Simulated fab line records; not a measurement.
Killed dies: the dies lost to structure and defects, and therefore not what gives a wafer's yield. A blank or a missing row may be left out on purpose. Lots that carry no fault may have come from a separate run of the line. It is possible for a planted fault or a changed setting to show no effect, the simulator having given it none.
8D (eight disciplines) problem report, filled in by code || flow n5_finfet || the parts of the form that need people (team, actions taken, sign-off) are left out

1. THE ISSUE
At N5_BEOL_M0_SAQP_ETCH_84, run_length_s averages 183.2 s over 4 wafers from 3 lots, while fault-free wafers read 173.2 s, standard deviation 0.44. Relative to the usual mean, that is a shift of +23 standard deviations.
The step: etches SOC in N2/H2, target depth 100 nm, overetch 20 nm, time 150 s.
First observed at day 8 23:48: wafer L183.3, on rie_diel-06. At this step, 18 wafers from 7 lots have a number in the record. Rule for "out", or "out of limits": more than 4 standard deviations from the usual mean. All remaining wafers that have a number are taken as sound.

2. WHAT IT IS, WHAT IT ISN'T
{"question": "which readings at this step", "is": "run_length_s", "is not": "drypump_motor_current_A, oes_product_au, rf_vpp_V, showerhead_plenum_p_Torr, throttle_valve_pct"}
{"question": "which lots", "is": "L183, L186, L187", "is not": "L173, L174, L189, L191"}
{"question": "which wafers of those lots", "is": "L183.3, L183.5, L186.5, L187.5", "is not": "L186.1, L187.2"}
{"question": "read on which tools", "is": "rie_diel-06", "is not": "rie_diel-01"}
{"question": "when", "is": "from day 8 23:48", "is not": "up to then (6 sound wafers); but 8 sound wafers of L186, L187, L189, L191 came after"}

3. THE SUSPECTS, EACH WITH WHAT RULES IT OUT
Counting: a tool at a process step up to the reading stays a suspect if it ran every lot that is out. Sound lots after the first of them don't rule it out here, since some wafers of a struck lot are sound.
- rie_diel-06 at N5_BEOL_M0_SAQP_DESCUM_19 (chemistry O2, time 7.9 s): kept. Every lot that is out went through it, the first being L183 (day 8 23:43); the last sound lot it ran before that was L174 (day 6 14:46).
- rie_diel-06 at N5_BEOL_M0_SAQP_ETCH_83 (etches SiARC in CF4, target depth 39 nm, time 65 s): kept. Every lot that is out went through it, the first being L183 (day 8 23:45); the last sound lot it ran before that was L174 (day 6 14:47).
- rie_diel-06 at N5_BEOL_M0_SAQP_ETCH_84 (etches SOC in N2/H2, target depth 100 nm, overetch 20 nm, time 150 s): kept. Every lot that is out went through it, the first being L183 (day 8 23:48); the last sound lot it ran before that was L174 (day 6 14:50). On those wafers its own readings are out: run_length_s.
- Within rie_diel-06 at N5_BEOL_M0_SAQP_DESCUM_19: the wafers that are out ran in chambers 1, 3; their sound lot-mates ran in chamber 2.
- Within rie_diel-06 at N5_BEOL_M0_SAQP_ETCH_83: the wafers that are out ran in chambers 1, 3; their sound lot-mates ran in chamber 2.
- Within rie_diel-06 at N5_BEOL_M0_SAQP_ETCH_84: the wafers that are out ran in chambers 1, 3; their sound lot-mates ran in chamber 2.
rie_diel-06 at N5_BEOL_M0_SAQP_DESCUM_19, rie_diel-06 at N5_BEOL_M0_SAQP_ETCH_83 and rie_diel-06 at N5_BEOL_M0_SAQP_ETCH_84 are what is left after counting.

4. THE CAUSE (what the simulator had put in)
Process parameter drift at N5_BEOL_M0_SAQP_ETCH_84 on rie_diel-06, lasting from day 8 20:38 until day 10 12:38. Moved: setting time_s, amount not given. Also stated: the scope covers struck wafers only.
Counting leaves 3 suspects; this tool is one of them.

5. SEQUENCE OF EFFECTS, ordered by route
Rows list readings where the struck wafers' mean (over those with a number) sits beyond 3 standard deviations from the usual. Only readings for which the record gives a usual standard deviation are gone through. hours: the time from each lot's start at the first step in this table that gives one to its start at this step, as a median over the lots. sigmas: the change in usual standard deviations.
{"hours": 0, "step": "N5_BEOL_M0_SAQP_ETCH_84", "reading": "run_length_s", "usual": "173.2 s", "on struck wafers": 183.2, "change": "+10.0", "sigmas": "+23"}
Here are the process steps it includes:
- N5_BEOL_M0_SAQP_ETCH_84: etches SOC in N2/H2, target depth 100 nm, overetch 20 nm, time 150 s.
Later measuring or inspecting steps at which every struck wafer that the step has a row for has a number for every such reading, and none has moved that far: N5_BEOL_M4_RC_MEAS_101.

6. HOW IT WOULD HAVE BEEN CAUGHT EARLIER
First out-of-limits reading in this record: day 8 23:48, which is 3 hours after fault onset at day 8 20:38.
